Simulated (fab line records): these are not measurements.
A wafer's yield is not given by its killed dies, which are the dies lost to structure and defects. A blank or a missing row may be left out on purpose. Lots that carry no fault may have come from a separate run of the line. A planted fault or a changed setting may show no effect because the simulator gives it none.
Struck lot and sound lot, side by side + flow nand harc + 14 out of 1159 route steps
Sound: the wafers L424.4, L424.5, L424.6. Struck: wafers L436.4, L436.5, L436.6. Last of all comes the cause.
Each step with rows lists, per side, the tool, then ch with its chambers, then its first start. Under that, the readings that differ: sound wafers + struck wafers + difference of the means + sigmas: that difference in standard deviations of wafers without a fault.
alike: a reading whose means differ by less than 2 such deviations, as well as words and numbers matching on both sides. not compared: withheld readings; readings where some wafer has no value; bounds like >300 that might hide an equal value; numbers whose values overlap and for which the record gives no deviation.
Wherever a step has rows on one side only, a row that says differs or no value, or a row with sigmas, the two part there. Non-overlapping numbers with no deviation appear without sigmas and do not part them. Lack of a reading on every wafer of one side parts them only where that side has two or more wafers.

first, 1 step without rows for these wafers: NHARC_A_STAIRCASE_HARDBAKE_290 (time 140 s).
NHARC_A_STAIRCASE_DESCUM_291: chemistry O2, time 3 s.
  sound on rie diel-03 ch 1,2,3, day 11 07:55; struck on rie diel-11 ch 0,1,3, day 14 21:37
  alike: drypump motor current A, oes product au, rf vpp V, showerhead plenum p Torr, throttle valve pct
  not compared: rf hours counter h
then, 1 step without rows for these wafers: NHARC_A_STAIRCASE_ETCH_292 (etches the open film in CF4/CHF3).
NHARC_A_STAIRCASE_HM_OPEN_460: chemistry O2/COS.
  sound on rie diel-03 ch 0,1,2; struck on rie diel-11 ch 0,1,3
  alike: drypump motor current A, oes product au, rf vpp V, showerhead plenum p Torr, throttle valve pct
  not compared: rf hours counter h
then, 1 step without rows for these wafers: NHARC_A_STAIRCASE_STRIP_461 (strips in O2/COS).
NHARC_A_STAIRCASE_ETCH_452: etches the open film in CF4/O2, target depth 30 nm, overetch 3 nm, time 16.5 s.
  sound on rie diel-03 ch 0,1,3; struck on rie diel-11 ch 0,1,3
  alike: cf4 flow sccm, drypump motor current A, oes product au, rf vpp V, showerhead plenum p Torr, throttle valve pct
  not compared: rf hours counter h
NHARC_A_STAIRCASE_ETCH_294: etches the open film in C4F8/O2/Ar, target depth 4992 nm, time 1212.4 s.
  sound on rie diel-03 ch 2,3; struck on rie diel-11 ch 0,1,3
  alike: oes product au, rf vpp V
  not compared: rf hours counter h
then, 4 steps without rows for these wafers: NHARC_A_STAIRCASE_STRIP_295 (strips in O2); NHARC_A_STAIRCASE_STRIP_296 (strips in SPM, time 900 s); NHARC_A_STAIRCASE_PRECLEAN_297 (cleans in SC1); NHARC_A_STAIRCASE_SRD_298.
NHARC_A_STAIRCASE_HM_DEP_462: deposits aC, target thk 800 nm.
  struck on acl dep-02, day 15 02:10; sound on acl dep-02 ch 0, day 11 11:29
  no value came back on the struck wafers for susceptor temp C (C), throttle valve pct (%); on the sound wafers susceptor temp C (C) reads 400.09 400.05 399.90
NHARC_A_STAIRCASE_DEP_301: deposits SiON, target thk 30 nm.
  sound on pecvd-03 ch 0,1,2, day 11 12:33; struck on pecvd-03 ch 0,1,2, day 15 03:11
  alike: chamber pressure Torr, heater power outer w, heater power w
-- the record jumps here: 7 days lie between the struck wafers' starts before and after (it left off in module A_STAIRCASE and takes up again in module END, whose first step shown is number 1159 of the route) --
NHARC_END_SORT_01:
  here the record holds rows for the struck wafers (prober-01 ch 0, day 22 11:32) but none for the sound ones

== WHERE THEY PART ==
Last at NHARC_END_SORT_01 as far as this record goes, first at NHARC_A_STAIRCASE_HM_DEP_462.

WHY: what the simulator had put in
Skipped step whole: acl dep-02, from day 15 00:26 on, at NHARC_A_STAIRCASE_HM_DEP_462. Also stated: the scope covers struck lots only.
